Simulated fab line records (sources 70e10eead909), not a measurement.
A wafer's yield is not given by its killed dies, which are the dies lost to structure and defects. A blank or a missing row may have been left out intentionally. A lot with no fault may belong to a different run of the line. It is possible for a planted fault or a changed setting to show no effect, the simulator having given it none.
Chamber matching	flow nand-harc	3 sister chambers for NHARC_A_STAIRCASE_DEP_322 on pecvd-02
The step deposits SiO2, target thk 7200 nm. 3 wafers are shown with their chamber, then 9 later ones without.

== EACH WAFER AND ITS CHAMBER ==
wafer	chamber	heater-power-w (W)
L084.6	1	532
L086.1	2	707
L086.6	0	539

== WAFERS MISSING THEIR CHAMBER ==
wafer	heater-power-w (W)
L088.1	654
L088.2	758
L088.3	660
L094.2	646
L094.4	577
L094.6	620
L097.1	663
L097.2	653
L097.3	661

== EACH ONE'S CHAMBER ==
wafer	from the rows above	in truth
L088.1	can't be placed: 2 or 0 or 1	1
L088.2	2	2
L088.3	can't be placed: 2 or 0 or 1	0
L094.2	can't be placed: 2 or 0 or 1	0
L094.4	can't be placed: 0 or 1 or 2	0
L094.6	can't be placed: 0 or 2 or 1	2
L097.1	can't be placed: 2 or 0 or 1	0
L097.2	can't be placed: 2 or 0 or 1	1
L097.3	can't be placed: 2 or 0 or 1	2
Correct placement for 1 of the 9. Unplaceable from these rows: 8, with the true chamber sitting among the candidates in 8. Placed wrongly: 0.
How it was worked out, from the rows above alone: a wafer's distance from a chamber is the root of the sum, over the readings, of the square of ((its reading less the chamber's mean) divided by the reading's scatter). If the next closest chamber is less than 2 further off than the closest, the wafer can't be placed; otherwise it belongs to the closest. For every chamber, the mean is computed from those of its wafers that are shown. The scatter: root of mean squared gap, hidden wafer to nearest shown wafer, with one shown wafer a chamber.
